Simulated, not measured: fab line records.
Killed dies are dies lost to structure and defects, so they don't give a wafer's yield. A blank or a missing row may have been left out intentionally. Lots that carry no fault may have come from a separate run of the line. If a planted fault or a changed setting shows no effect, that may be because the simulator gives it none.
Problem report, 8D (eight disciplines) form, completed by code :: flow nand_harc :: the parts of the form that need people (team, actions taken, sign-off) are left out

## 1. WHAT WENT WRONG
NHARC_P_CONTACT_EXPOSE_09, exposure_dose_mJ_cm2: mean 84.74 on 3 wafers (1 lot); fault-free wafers 81.19, standard deviation 0.1. Relative to the usual mean, that is a shift of +36 standard deviations.
The step: exposes mask P CA, target cd 90 nm.
Earliest sighting: wafer L887.4 on arfi_scanner-01 at day 13 08:26. The record has a number at this step for 39 wafers belonging to 13 lots. The rule behind "out" and "out of limits": a value lying over 4 standard deviations away from the usual mean. All remaining wafers that have a number are taken as sound.

## 2. WHAT IT IS AND WHAT IT IS NOT
question: which readings at this step
is: exposure_dose_mJ_cm2
is not: -

question: which lots
is: L887
is not: L869, L870, L873, L874, L875, L877, L878, L879, L880, L881, L882, L883

question: which wafers of those lots
is: all that have a number
is not: -

question: read on which tools
is: arfi_scanner-01
is not: arfi_scanner-02, arfi_scanner-03

question: when
is: from day 13 08:26
is not: up to then (36 sound wafers)

## 3. SUSPECTS, AND WHAT RULES EACH OUT
Counting: a tool stays on the suspect list if, at a process step up to the reading, it processed all lots that are out and no sound lot following the first of them.
- plasma_asher-02 at NHARC_P_GATE_STRIP_95 (strips in O2): kept. It ran the lot that is out, L887 (day 13 05:07), and no sound lot after that; its last sound lot up to then is L882 (day 11 23:34).
- pvd_sputter-03 at NHARC_P_GATE_DEGAS_109 (time 60 s): kept. It ran the lot that is out, L887 (day 13 05:57), and no sound lot after that; its last sound lot up to then is L882 (day 12 00:26).
- pecvd-04 at NHARC_P_CONTACT_DEP_30 (deposits SiNx, target thk 30 nm): kept. It ran the lot that is out, L887 (day 13 07:08), and no sound lot after that; its last sound lot up to then is L882 (day 12 01:29).
- arfi_scanner-01 at NHARC_P_CONTACT_EXPOSE_09 (exposes mask P CA, target cd 90 nm): kept. It ran the lot that is out, L887 (day 13 08:26), and no sound lot after that; its last sound lot up to then is L883 (day 12 00:09). On those wafers its own readings are out: exposure_dose_mJ_cm2.
Left after counting: plasma_asher-02 at NHARC_P_GATE_STRIP_95, pvd_sputter-03 at NHARC_P_GATE_DEGAS_109, pecvd-04 at NHARC_P_CONTACT_DEP_30, arfi_scanner-01 at NHARC_P_CONTACT_EXPOSE_09.

## 4. THE CAUSE (what the simulator had put in)
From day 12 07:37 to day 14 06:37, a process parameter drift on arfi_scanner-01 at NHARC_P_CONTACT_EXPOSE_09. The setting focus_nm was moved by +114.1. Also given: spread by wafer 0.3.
4 suspects survive the count, and this tool is in that group.

## 5. SEQUENCE OF EFFECTS, ordered by route
Each row: a reading whose mean over the struck wafers that have a number lies more than 3 standard deviations from the usual. Only readings for which the record gives a usual standard deviation are gone through. hours: the time from each lot's start at the first step in this table that gives one to its start at this step, as a median over the lots. sigmas: the change in usual standard deviations.
hours: 0
step: NHARC_P_CONTACT_EXPOSE_09
reading: exposure_dose_mJ_cm2
usual: 81.19
on struck wafers: 84.74
change: +3.55
sigmas: +36
Its process steps:
- NHARC_P_CONTACT_EXPOSE_09: exposes mask P CA, target cd 90 nm.

## 6. HOW IT WOULD HAVE BEEN CAUGHT EARLIER
25 hours passed between the start of the fault at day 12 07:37 and the first reading out of limits in this record, taken at day 13 08:26.
